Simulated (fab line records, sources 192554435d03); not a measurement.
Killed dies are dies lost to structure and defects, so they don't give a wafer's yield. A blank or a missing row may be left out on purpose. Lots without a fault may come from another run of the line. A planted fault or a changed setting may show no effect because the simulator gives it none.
Chamber matching | flow n5_finfet | N5_DUMMY_GATE_ETCH_36 on rie_diel-01: 4 sister chambers
The step etches SiARC in CF4, target depth 13 nm. 4 wafers are shown with their chamber, then 9 later ones without.

WAFERS WITH THEIR CHAMBER
wafer  | chamber | drypump_motor_current_A (A)
L085.1 | 3       | 5.22
L085.4 | 0       | 5.28
L088.5 | 1       | 5.53
L088.6 | 2       | 5.85

WAFERS WITHOUT THEIR CHAMBER
wafer  | drypump_motor_current_A (A)
L089.3 | 5.29
L089.4 | 5.52
L089.6 | 5.52
L095.4 | 5.29
L095.5 | 5.52
L095.6 | 5.85
L096.4 | 5.85
L096.5 | 5.27
L096.6 | 5.22

WHICH CHAMBER EACH WENT THROUGH
wafer  | from the rows above | in truth
L089.3 | 0                   | 0
L089.4 | 1                   | 1
L089.6 | 1                   | 1
L095.4 | 0                   | 0
L095.5 | 1                   | 1
L095.6 | 2                   | 2
L096.4 | 2                   | 2
L096.5 | 0                   | 0
L096.6 | 3                   | 3
Placed correctly: 9 of 9. Can't be placed from these rows: 0. Placed wrongly: 0.
How it was worked out, from the rows above alone: a wafer's distance from a chamber is the root of the sum, over the readings, of the square of ((its reading less the chamber's mean) divided by the reading's scatter). The wafer belongs to the nearest chamber; if the next one is less than 2 further off, it can't be placed. A chamber's mean is the mean of its shown wafers. The scatter: with one shown wafer a chamber, the root of the mean of the squares of how far each hidden wafer lies from its nearest shown one.
